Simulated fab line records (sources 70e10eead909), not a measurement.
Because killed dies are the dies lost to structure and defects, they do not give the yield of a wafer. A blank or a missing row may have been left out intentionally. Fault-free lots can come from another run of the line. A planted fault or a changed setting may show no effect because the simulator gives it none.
The tool behind it: which one? ; flow nand_harc ; Sampling: 11 lots, 33 wafers, 2 of 1302 route steps

== WHAT EACH GAUGE READ, for each wafer ==
NHARC_P_ZERO_WELL_CD_MEAS_52 targets a cd of 2000 nm.
lot;measured;on;cd_nm (nm)
L710;day 2 01:34;cd_sem-02;2002.2 2002.1 2001.6
L712;day 2 21:52;cd_sem-03;1998.6 1997.1 1998.9
L717;day 4 23:42;cd_sem-02;- - -
L718;day 5 09:45;cd_sem-03;- - -
L724;day 7 21:50;cd_sem-01;2002.4 2001.8 2002.8
L725;day 8 08:28;cd_sem-01;2001.7 2001.4 1999.7
L726;day 8 17:47;cd_sem-03;2000.5 2000.2 1999.4
L727;day 9 03:52;cd_sem-03;2000.7 1998.1 1998.1
L730;day 10 09:37;cd_sem-01;1998.1 1999.1 1998.2
L732;day 11 05:49;cd_sem-01;1998.3 2000.7 2000.8
L733;day 11 15:44;cd_sem-03;1999.4 1997.7 1999.4

== WHAT TOOL EACH LOT RAN ON (gives the tool, then ch and the chambers of the sampled wafers, and finally the start) ==
lot;NHARC_P_ZERO_WELL_EXPOSE_49
L710;krf_scanner-02 ch 0, day 2 01:24
L712;krf_scanner-04 ch 0, day 2 21:43
L717;krf_scanner-04, day 4 23:32
L718;krf_scanner-04, day 5 09:35
L724;krf_scanner-01 ch 0, day 7 21:41
L725;krf_scanner-04 ch 0, day 8 08:19
L726;krf_scanner-01 ch 0, day 8 17:38
L727;krf_scanner-04 ch 0, day 9 03:43
L730;krf_scanner-04 ch 0, day 10 09:28
L732;krf_scanner-01 ch 0, day 11 05:39
L733;krf_scanner-01 ch 0, day 11 15:35
- NHARC_P_ZERO_WELL_EXPOSE_49: exposes mask P HVPW, target cd 2000 nm.

== THE ANSWER, worked out from the rows above alone ==
Rule: usual is defined by the lots themselves. Put in order of their means at a reading, lots are off if they are a third of the lots or fewer, leave a main group of 4 or more, and stand apart from it by a gap of 3 or more times the standard deviation of the main group's means; of several such gaps the widest counts. Not used: any main group whose means are identical at the precision the tables above print for the reading. A lot without any number at a reading at which 4 lots or more have one is off too. Where the step has rows for the other lots, those lots are counted as sound.
Off, at NHARC_P_ZERO_WELL_CD_MEAS_52 on cd_nm: L717, L718. Without a number there: L717, L718. The main group has a mean of 2000.0 nm with a standard deviation of 1.4.
A tool fits if, at a process step before that reading, it ran every lot that is off, and no sound lot after the first of them. Those tools and the gauges at NHARC_P_ZERO_WELL_CD_MEAS_52 are tried in the same way. Of those tried, none fits.

== WHAT WAS PUT IN BY THE SIMULATOR ==
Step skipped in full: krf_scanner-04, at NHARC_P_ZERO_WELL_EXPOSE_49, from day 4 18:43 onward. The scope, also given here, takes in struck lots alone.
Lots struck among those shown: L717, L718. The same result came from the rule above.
